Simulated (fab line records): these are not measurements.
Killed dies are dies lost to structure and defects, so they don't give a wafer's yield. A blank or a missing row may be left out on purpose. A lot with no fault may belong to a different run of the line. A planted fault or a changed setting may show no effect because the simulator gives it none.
Problem report, 8D (eight disciplines) form, completed by code	flow n5 finfet	the parts of the form that need people (team, actions taken, sign-off) are left out

## 1. THE PROBLEM
Mean of strip time to endpoint s at N5_BEOL_M12_STRIP_64: 64.88 s across 9 wafers in 3 lots; on wafers with no fault it is 31.29 s (standard deviation 0.081). So: +99 or more standard deviations from the usual mean.
The step: strips in N2/H2.
Earliest sighting: wafer L565.4 on plasma asher-02 at day 15 21:07. The record has a number at this step for 31 wafers belonging to 12 lots. By rule, "out" or "out of limits" means more than 4 standard deviations away from the usual mean. Any other wafer with a number is counted as sound.

## 2. WHAT IT IS; WHAT IT IS NOT
question	is	is not
which readings at this step	strip time to endpoint s, oes product au	drypump motor current A, heater power w
which lots	L565, L566, L567	L551, L552, L553, L554, L555, L556, L557, L559, L560
which wafers of those lots	all that have a number	-
read on which tools	plasma asher-02	plasma asher-01
when	from day 15 21:07	up to then (22 sound wafers)

## 3. SUSPECTS, AND WHAT RULES EACH OUT
Counting: a tool at a process step up to the reading stays a suspect if it ran every lot that is out and no sound lot after the first of them.
- pvd sputter-01 at N5_BEOL_M11_DEGAS_44 (time 60 s): kept. It ran every lot that is out, first L565 (day 15 15:01), and no sound lot after that; its last sound lot up to then is L559 (day 14 00:55).
- plasma asher-02 at N5_BEOL_M12_STRIP_63 (strips in N2/H2): kept. It ran every lot that is out, first L565 (day 15 21:03), and no sound lot after that; its last sound lot up to then is L559 (day 14 03:31).
- plasma asher-02 at N5_BEOL_M12_STRIP_64 (strips in N2/H2): kept. It ran every lot that is out, first L565 (day 15 21:07), and no sound lot after that; its last sound lot up to then is L559 (day 14 03:34). Its own oes product au, strip time to endpoint s readings are out on those wafers.
pvd sputter-01 at N5_BEOL_M11_DEGAS_44, plasma asher-02 at N5_BEOL_M12_STRIP_63 and plasma asher-02 at N5_BEOL_M12_STRIP_64 are what is left after counting.

## 4. THE CAUSE (what the simulator had put in)
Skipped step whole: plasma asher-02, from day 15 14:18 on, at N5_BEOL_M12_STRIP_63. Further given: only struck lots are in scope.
Of the 3 suspects that counting leaves, this tool is one.

## 5. THE EFFECT CHAIN, in route order
One row per reading whose mean, taken over the struck wafers that have a number, lies over 3 standard deviations from the usual. Only readings whose record carries a usual standard deviation are examined. hours: median over the lots of the time between each lot's start at the first step of this table that gives one and its start at this step. sigmas: the change, counted in usual standard deviations.
hours	step	reading	usual	on struck wafers	change	sigmas
0	N5_BEOL_M12_STRIP_64	oes product au	0.715 a.u.	0.800	+0.085	+18
0	N5_BEOL_M12_STRIP_64	strip time to endpoint s	31.29 s	64.88	+33.59	+99 or more
The process steps in it:
- N5_BEOL_M12_STRIP_64: strips in N2/H2.
Readings that are blank on the struck wafers while sound wafers have them: chamber pressure mTorr at N5_BEOL_M12_STRIP_63; drypump motor current A at N5_BEOL_M12_STRIP_63; heater power w at N5_BEOL_M12_STRIP_63; oes product au at N5_BEOL_M12_STRIP_63; strip time to endpoint s at N5_BEOL_M12_STRIP_63.
Later steps that measure or inspect, where all struck wafers having a row at the step show a number for every such reading and not one has moved that far: N5_BEOL_M12_CD_MEAS_17.

## 6. WHAT WOULD HAVE CAUGHT IT SOONER
In this record the first reading out of limits was taken at day 15 21:07, 7 hours after the fault began at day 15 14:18.
At N5_BEOL_M12_STRIP_63 the tool's readings are blank on the struck wafers, where sound wafers have them: an empty tool record is the first sign, and it was there at once.
L567, L566, from the lots that are out (3), started N5_BEOL_M12_STRIP_63 on plasma asher-02 later than day 15 21:07. A hold on the tool at that time would have spared those 2.
